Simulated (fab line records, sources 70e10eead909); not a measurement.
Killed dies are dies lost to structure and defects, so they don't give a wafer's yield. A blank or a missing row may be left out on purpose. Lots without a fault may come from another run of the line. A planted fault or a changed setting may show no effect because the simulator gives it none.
Which tool did it? | flow nand_harc | 23 lots, 69 wafers sampled, at 4 steps of a route of 1302

WHAT THE GAUGES READ, wafer by wafer
NHARC_A_CONTACT_INSPECT_44.
lot  | measured     | on                | raw_defect_count
L075 | day 22 02:26 | defect_inspect-01 | 95 93 100
L074 | day 22 07:05 | defect_inspect-02 | 56 62 74
L077 | day 22 02:53 | defect_inspect-02 | 113 92 107
L076 | day 22 11:25 | defect_inspect-02 | 117 99 106
L078 | day 23 05:40 | defect_inspect-02 | 71 68 77
L079 | day 23 04:59 | defect_inspect-01 | 96 101 109
L080 | day 24 01:54 | defect_inspect-02 | 59 60 61
L081 | day 24 11:36 | defect_inspect-01 | 146 160 153
L084 | day 25 23:20 | defect_inspect-02 | 67 54 70
L082 | day 25 23:02 | defect_inspect-02 | 138 122 112
L083 | day 26 05:24 | defect_inspect-02 | 93 122 120
L085 | day 26 14:49 | defect_inspect-01 | 67 79 74
L086 | day 27 04:18 | defect_inspect-02 | 45 43 44
L088 | day 27 03:41 | defect_inspect-01 | 98 95 85
L089 | day 27 16:04 | defect_inspect-01 | 14 17 28
L091 | day 28 04:39 | defect_inspect-02 | 29 19 28
L090 | day 28 11:02 | defect_inspect-02 | 102 96 103
L093 | day 29 14:54 | defect_inspect-01 | 31 30 20
L092 | day 29 15:03 | defect_inspect-02 | 129 118 115
L094 | day 29 19:00 | defect_inspect-01 | 71 67 64
L096 | day 30 11:35 | defect_inspect-02 | 79 79 78
L095 | day 31 00:10 | defect_inspect-02 | 24 19 20
L097 | day 31 17:28 | defect_inspect-01 | 55 50 40

WHICH TOOL RAN EACH LOT (tool, then ch and the chambers of the sampled wafers, then the start)
lot  | NHARC_A_SLIT_ETCH_15                          | NHARC_A_WL_FILL_ALD_19              | NHARC_A_CONTACT_DEP_28
L075 | rie_diel-02 ch 2,3, day 21 18:54 or earlier   | ald_metal-04 ch 0,2, day 21 18:54   | acl_dep-03 ch 0, day 21 22:01
L074 | rie_diel-11 ch 0,2,3, day 21 21:59 or earlier | ald_metal-02 ch 0,1,3, day 21 21:59 | acl_dep-02 ch 0, day 22 02:40
L077 | rie_diel-06 ch 0,2,3, day 21 18:51 or earlier | ald_metal-01 ch 0,2,3, day 21 18:51 | acl_dep-01 ch 0, day 21 21:55
L076 | rie_diel-11 ch 0,2,3, day 22 00:25 or earlier | ald_metal-02 ch 0,2,3, day 22 00:25 | acl_dep-01 ch 0, day 22 06:16
L078 | rie_diel-06 ch 0,2, day 22 21:30 or earlier   | ald_metal-01 ch 0,2,3, day 22 21:30 | acl_dep-01 ch 0, day 23 00:34
L079 | rie_diel-11 ch 1,2,3, day 22 21:28 or earlier | ald_metal-02 ch 0,2, day 22 21:28   | acl_dep-02 ch 0, day 22 23:53
L080 | rie_diel-06 ch 0,1, day 23 18:45 or earlier   | ald_metal-01 ch 0,1,2, day 23 18:45 | acl_dep-02 ch 0, day 23 20:51
L081 | rie_diel-02 ch 0,3, day 24 03:05 or earlier   | ald_metal-02 ch 0,2,3, day 24 03:05 | acl_dep-03 ch 0, day 24 07:27
L084 | rie_diel-02 ch 2,3, day 25 16:20 or earlier   | ald_metal-01 ch 0,2, day 25 16:20   | acl_dep-02 ch 0, day 25 18:02
L082 | rie_diel-06 ch 0,1,3, day 25 16:19 or earlier | ald_metal-04 ch 0,3, day 25 16:19   | acl_dep-03 ch 0, day 25 18:01
L083 | rie_diel-06 ch 2,3, day 25 22:50 or earlier   | ald_metal-01 ch 0,3, day 25 22:50   | acl_dep-01 ch 0, day 26 00:31
L085 | rie_diel-06 ch 0,1,3, day 26 05:37 or earlier | ald_metal-04 ch 0,1,3, day 26 05:37 | acl_dep-01 ch 0, day 26 09:43
L086 | rie_diel-11 ch 0,1,3, day 26 12:01 or earlier | ald_metal-01 ch 0,2,3, day 26 12:01 | acl_dep-01 ch 0, day 26 23:16
L088 | rie_diel-02 ch 0,1,3, day 26 12:01 or earlier | ald_metal-04 ch 0,1, day 26 12:01   | acl_dep-03 ch 0, day 26 23:17
L089 | rie_diel-06 ch 1,3, day 27 05:58 or earlier   | ald_metal-04 ch 0,1,3, day 27 05:58 | acl_dep-01 ch 0, day 27 10:59
L091 | rie_diel-02 ch 1,2,3, day 27 17:15 or earlier | ald_metal-04 ch 0,1,2, day 27 17:15 | acl_dep-02 ch 0, day 27 23:39
L090 | rie_diel-02 ch 1,2,3, day 28 02:27 or earlier | ald_metal-01 ch 0,3, day 28 02:27   | acl_dep-01 ch 0, day 28 05:49
L093 | rie_diel-11 ch 0,1,2, day 29 06:49 or earlier | ald_metal-02 ch 0,1,2, day 29 06:49 | acl_dep-01 ch 0, day 29 09:49
L092 | rie_diel-02 ch 0,2,3, day 29 06:50 or earlier | ald_metal-01 ch 1,2, day 29 06:50   | acl_dep-03 ch 0, day 29 11:20
L094 | rie_diel-06 ch 0,1, day 29 12:23 or earlier   | ald_metal-02 ch 0,1, day 29 12:23   | acl_dep-02 ch 0, day 29 15:18
L096 | rie_diel-02 ch 0,1,3, day 30 04:54 or earlier | ald_metal-02 ch 1,3, day 30 04:54   | acl_dep-02 ch 0, day 30 07:08
L095 | rie_diel-06 ch 0,1,3, day 30 16:42 or earlier | ald_metal-02 ch 0,1,2, day 30 16:42 | acl_dep-03 ch 0, day 30 19:00
L097 | rie_diel-11 ch 0,1,3, day 31 10:50 or earlier | ald_metal-04 ch 0,2,3, day 31 10:50 | acl_dep-02 ch 0, day 31 14:27
- NHARC_A_SLIT_ETCH_15: etches the open film in O2/COS, target depth 6200 nm, time 1612 s.
- NHARC_A_WL_FILL_ALD_19: deposits TiN, target thk 2 nm, pulse time 3 s, ald cycles 100.
- NHARC_A_CONTACT_DEP_28: deposits aC, target thk 7000 nm.

WHAT THE TOOLS THEMSELVES READ (means of the sampled wafers that have a number; where no wafer has one, the mark that the record gives instead)
NHARC_A_SLIT_ETCH_15.
lot  | tool        | drypump_motor_current_A (A) | o2_flow_sccm (sccm) | oes_product_au (a.u.) | rf_vpp_V (V) | showerhead_plenum_p_Torr (Torr) | throttle_valve_pct (%)
L075 | rie_diel-02 | 5.8                         | 398.5               | 1.002                 | 312.6        | 2.99                            | 28.324
L074 | rie_diel-11 | 5.7                         | 400.1               | 0.992                 | 315.3        | 3.16                            | 28.339
L077 | rie_diel-06 | 5.9                         | 399.2               | 0.989                 | 314.2        | 3.10                            | 28.326
L076 | rie_diel-11 | 5.7                         | 400.0               | 1.003                 | 315.0        | 3.16                            | 28.333
L078 | rie_diel-06 | 5.7                         | 399.7               | 1.001                 | 313.7        | 3.12                            | 28.325
L079 | rie_diel-11 | 5.5                         | 399.9               | 0.998                 | 313.4        | 3.10                            | 28.327
L080 | rie_diel-06 | 5.5                         | 401.5               | 1.002                 | 314.4        | 3.13                            | 28.335
L081 | rie_diel-02 | 5.9                         | 399.5               | 0.995                 | 313.9        | 3.08                            | 28.331
L084 | rie_diel-02 | 5.7                         | 401.2               | 1.002                 | 312.2        | 2.98                            | 28.339
L082 | rie_diel-06 | 5.6                         | 399.5               | 0.995                 | 314.7        | 3.11                            | 28.331
L083 | rie_diel-06 | 6.2                         | 399.7               | 0.998                 | 313.3        | 3.05                            | 28.321
L085 | rie_diel-06 | 5.6                         | 399.6               | 1.002                 | 313.6        | 3.11                            | 28.333
L086 | rie_diel-11 | 5.6                         | 398.8               | 1.012                 | 314.3        | 3.15                            | 28.320
L088 | rie_diel-02 | 5.9                         | 400.4               | 0.993                 | 312.6        | 3.04                            | 28.335
L089 | rie_diel-06 | 5.8                         | 399.9               | 0.998                 | 313.6        | 3.07                            | 28.333
L091 | rie_diel-02 | 5.7                         | 399.4               | 0.995                 | 312.6        | 2.99                            | 28.323
L090 | rie_diel-02 | 5.7                         | 400.8               | 1.000                 | 312.6        | 2.99                            | 28.328
L093 | rie_diel-11 | 6.1                         | 400.2               | 0.999                 | 314.3        | 3.12                            | 28.320
L092 | rie_diel-02 | 5.9                         | 400.8               | 0.993                 | 312.6        | 3.03                            | 28.334
L094 | rie_diel-06 | 5.7                         | 399.0               | 0.992                 | 313.1        | 3.09                            | 28.334
L096 | rie_diel-02 | 5.9                         | 400.1               | 0.998                 | 312.9        | 3.04                            | 28.328
L095 | rie_diel-06 | 5.6                         | 399.9               | 0.995                 | 313.6        | 3.11                            | 28.335
L097 | rie_diel-11 | 5.6                         | 399.8               | 0.997                 | 314.1        | 3.14                            | 28.323

NHARC_A_WL_FILL_ALD_19.
lot  | tool         | heater_power_w (W) | precursor_pulse_height_rel
L075 | ald_metal-04 | 1075               | 0.990
L074 | ald_metal-02 | 1032               | 1.004
L077 | ald_metal-01 | 1095               | 0.997
L076 | ald_metal-02 | 1079               | 1.013
L078 | ald_metal-01 | 1087               | 1.018
L079 | ald_metal-02 | 1086               | 0.985
L080 | ald_metal-01 | 1076               | 0.994
L081 | ald_metal-02 | 1068               | 1.005
L084 | ald_metal-01 | 1076               | 0.999
L082 | ald_metal-04 | 995                | 1.014
L083 | ald_metal-01 | 1106               | 1.012
L085 | ald_metal-04 | 996                | 1.001
L086 | ald_metal-01 | 1128               | 1.002
L088 | ald_metal-04 | 1054               | 1.013
L089 | ald_metal-04 | 1001               | 0.993
L091 | ald_metal-04 | 1085               | 1.000
L090 | ald_metal-01 | 1056               | 0.985
L093 | ald_metal-02 | 1086               | 0.999
L092 | ald_metal-01 | 1097               | 1.009
L094 | ald_metal-02 | 1087               | 0.986
L096 | ald_metal-02 | 1022               | 1.013
L095 | ald_metal-02 | 1098               | 1.004
L097 | ald_metal-04 | 1036               | 1.000

NHARC_A_CONTACT_DEP_28.
lot  | tool       | throttle_valve_pct (%)
L075 | acl_dep-03 | 34.998
L074 | acl_dep-02 | 34.997
L077 | acl_dep-01 | 34.994
L076 | acl_dep-01 | 34.990
L078 | acl_dep-01 | 35.002
L079 | acl_dep-02 | 34.996
L080 | acl_dep-02 | 34.998
L081 | acl_dep-03 | 35.010
L084 | acl_dep-02 | 34.998
L082 | acl_dep-03 | 34.998
L083 | acl_dep-01 | 35.001
L085 | acl_dep-01 | 35.013
L086 | acl_dep-01 | 34.995
L088 | acl_dep-03 | 35.005
L089 | acl_dep-01 | 34.998
L091 | acl_dep-02 | 35.003
L090 | acl_dep-01 | 35.003
L093 | acl_dep-01 | 35.000
L092 | acl_dep-03 | 34.998
L094 | acl_dep-02 | 34.988
L096 | acl_dep-02 | 34.997
L095 | acl_dep-03 | 35.002
L097 | acl_dep-02 | 34.999

THE ANSWER, worked out from the rows above alone
Rule: what is usual is taken from the lots themselves. Put in order of their means at a reading, lots are off if they are a third of the lots or fewer, leave a main group of 4 or more, and stand apart from it by a gap of 3 or more times the standard deviation of the main group's means; of several such gaps the widest counts. A main group whose means are all the same, to the digits that the tables above print for the reading, isn't used. A lot without any number at a reading at which 4 lots or more have one is off too. The other lots that the step has rows for count as sound. The gauges are gone through in route order, then the tools' own readings, and for those a lot's mean is taken as printed above. The first step at which some lot is off is used, and at that step the reading that is off furthest; a lot without a number counts as furthest.
No lot is off at any reading shown: from this, nothing can be told.

WHAT THE SIMULATOR HAD PUT IN
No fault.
